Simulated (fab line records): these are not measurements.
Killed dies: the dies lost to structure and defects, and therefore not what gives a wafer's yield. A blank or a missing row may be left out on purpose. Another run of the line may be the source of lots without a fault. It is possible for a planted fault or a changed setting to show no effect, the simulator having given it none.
Code-filled problem report in 8D (eight disciplines) form ; flow n5Finfet ; the parts of the form that need people (team, actions taken, sign-off) are left out

## 1. WHAT WENT WRONG
Wafers without a fault read 32, standard deviation 11; killed_at_M0_to_M3 at N5_PASSIVATION_PROBE_49 reads a mean of 123 on 6 wafers belonging to 2 lots. Measured from the usual mean, that is +8.3 standard deviations.
Earliest sighting: wafer L462.1 on prober-02 at day 16 09:45. The record has a number at this step for 17 wafers belonging to 6 lots. Rule for "out" (also "out of limits"): further than 4 standard deviations from the usual mean. Any other wafer with a number is counted as sound.

## 2. WHAT IT IS; WHAT IT IS NOT
question;is;is not
which readings at this step;killed_at_M0_to_M3;killed_at_M4_up, killedAtContacts, killedAtFrontEnd, killedAtOther, killedOpen, killedShort, sort_bin_8_speed
which lots;L462, L463;L451, L467, L468, L469
which wafers of those lots;all that have a number;-
read on which tools;prober-01, prober-02;-
when;from day 16 09:45;"up to then (2 sound wafers); but 9 sound wafers of L467, L468, L469 came after"

## 3. WHAT RULES OUT EACH SUSPECT
Counting: a tool stays on the suspect list if, at a process step up to the reading, it processed all lots that are out and no sound lot following the first of them.
- pvdSputter-02 at N5_BEOL_M2_SPUTTER_90 (material Cu, target thk 4.5 nm, time 8.29 s): kept. It processed each lot that is out, first L462 at day 10 22:21, and no sound lot thereafter; up to then, the last sound lot it processed was L451 at day 8 12:30.
- rieMetal-02 at N5_MIM_BOT_ETCH_ETCH_00 (etches TiN in Cl2/BCl3, target depth 45.5 nm): kept. It ran every lot that is out, first L462 (day 15 23:04), and no sound lot after that.
- rieDiel-05 at N5_PASSIVATION_ETCH_15 (etches SiCN in CF4/N2, target depth 75 nm, time 81.2 s): kept. It ran every lot that is out, first L462 (day 16 09:45), and no sound lot after that. Because N5_PASSIVATION_ETCH_15 lacks a start for some lots, the hours and order of its lots are taken from N5_PASSIVATION_PROBE_49.
After the count, these remain: pvdSputter-02 at N5_BEOL_M2_SPUTTER_90, rieMetal-02 at N5_MIM_BOT_ETCH_ETCH_00 and rieDiel-05 at N5_PASSIVATION_ETCH_15.

## 4. THE CAUSE (what the simulator had put in)
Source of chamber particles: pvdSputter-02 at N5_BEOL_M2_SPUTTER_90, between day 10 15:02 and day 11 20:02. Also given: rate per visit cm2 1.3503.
After counting, 3 suspects remain, this tool included.

## 5. THE EFFECT CHAIN, in route order
One row per reading whose mean, taken over the struck wafers that have a number, lies over 3 standard deviations from the usual. Readings are gone through only where the record gives a usual standard deviation; hours: the median, over the lots, of the time from a lot's start at the first step in this table giving one to that lot's start at this step; sigmas: the change measured in usual standard deviations.
hours;step;reading;usual;on struck wafers;change;sigmas
0;N5_PASSIVATION_PROBE_49;defectLimitedYield;91.5 %;84.2;-7.3;-5.2
0;N5_PASSIVATION_PROBE_49;killed_at_M0_to_M3;32;123;+91;+8.3
0;N5_PASSIVATION_PROBE_49;killedDies;100;186;+86;+5.1
0;N5_PASSIVATION_PROBE_49;killedOnRim;13;26;+13;+3.4
0;N5_PASSIVATION_PROBE_49;sort_bin_5_function;5.0 %;9.7;+4.7;+4.9
0;N5_PASSIVATION_PROBE_49;sortNPass;1079;993;-86;-5.0
0;N5_PASSIVATION_PROBE_49;sortYieldPct;91.4 %;84.2;-7.2;-4.8
Here are the process steps it includes:
- N5_PASSIVATION_PROBE_49

## 6. HOW IT WOULD HAVE BEEN CAUGHT EARLIER
In this record no reading fell out of limits until day 16 09:45, 139 hours after the fault had begun at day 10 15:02.
No tool reading at N5_BEOL_M2_SPUTTER_90 that has a usual standard deviation in the record was out on any struck wafer, so an alarm limit of 4 standard deviations on those readings would not have fired.
The start of N5_BEOL_M2_SPUTTER_90 on pvdSputter-02 came by day 16 09:45 for every one of the lots that are out (2). Had the tool been put on hold then, not one of them would have been saved.
